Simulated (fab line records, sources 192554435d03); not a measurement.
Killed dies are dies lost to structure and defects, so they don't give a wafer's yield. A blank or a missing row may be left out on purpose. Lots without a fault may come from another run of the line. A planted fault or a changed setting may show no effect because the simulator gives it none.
Chamber matching | flow n5_finfet | N5_BEOL_M11_CURE_71 on uv_cure-03: 3 sister chambers
The step cures SiCOH lowk, time 240 s. 6 wafers are shown with their chamber, then 7 later ones without.

WAFERS WITH THEIR CHAMBER
wafer  | chamber | wafer_temp_C_max | lamp_power_pct (%)
L074.4 | 0       | 386.9            | 52.44
L074.6 | 0       | 387.5            | 52.36
L076.3 | 2       | 386.2            | 52.29
L076.5 | 2       | 386.4            | 52.22
L085.2 | 1       | 389.0            | 52.32
L085.3 | 1       | 387.8            | 52.27

WAFERS WITHOUT THEIR CHAMBER
wafer  | wafer_temp_C_max | lamp_power_pct (%)
L085.6 | 387.7            | 52.38
L088.3 | 386.1            | 52.36
L088.4 | 386.7            | 52.29
L088.6 | 386.4            | 52.36
L092.1 | 387.1            | 52.34
L092.2 | 387.0            | 52.35
L092.5 | 387.7            | 52.31

WHICH CHAMBER EACH WENT THROUGH
wafer  | from the rows above          | in truth
L085.6 | can't be placed: 0 or 1      | 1
L088.3 | can't be placed: 0 or 2      | 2
L088.4 | can't be placed: 2 or 0      | 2
L088.6 | can't be placed: 0 or 2      | 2
L092.1 | can't be placed: 0 or 2 or 1 | 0
L092.2 | can't be placed: 0 or 2 or 1 | 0
L092.5 | can't be placed: 1 or 0 or 2 | 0
Placed correctly: 0 of 7. Can't be placed from these rows: 7 (the true chamber is among the candidates in 7). Placed wrongly: 0.
How it was worked out, from the rows above alone: a wafer's distance from a chamber is the root of the sum, over the readings, of the square of ((its reading less the chamber's mean) divided by the reading's scatter). The wafer belongs to the nearest chamber; if the next one is less than 2 further off, it can't be placed. A chamber's mean is the mean of its shown wafers. The scatter: the root of (the sum of the squares of (reading less its chamber's mean) over the shown wafers, divided by (wafers less chambers)).
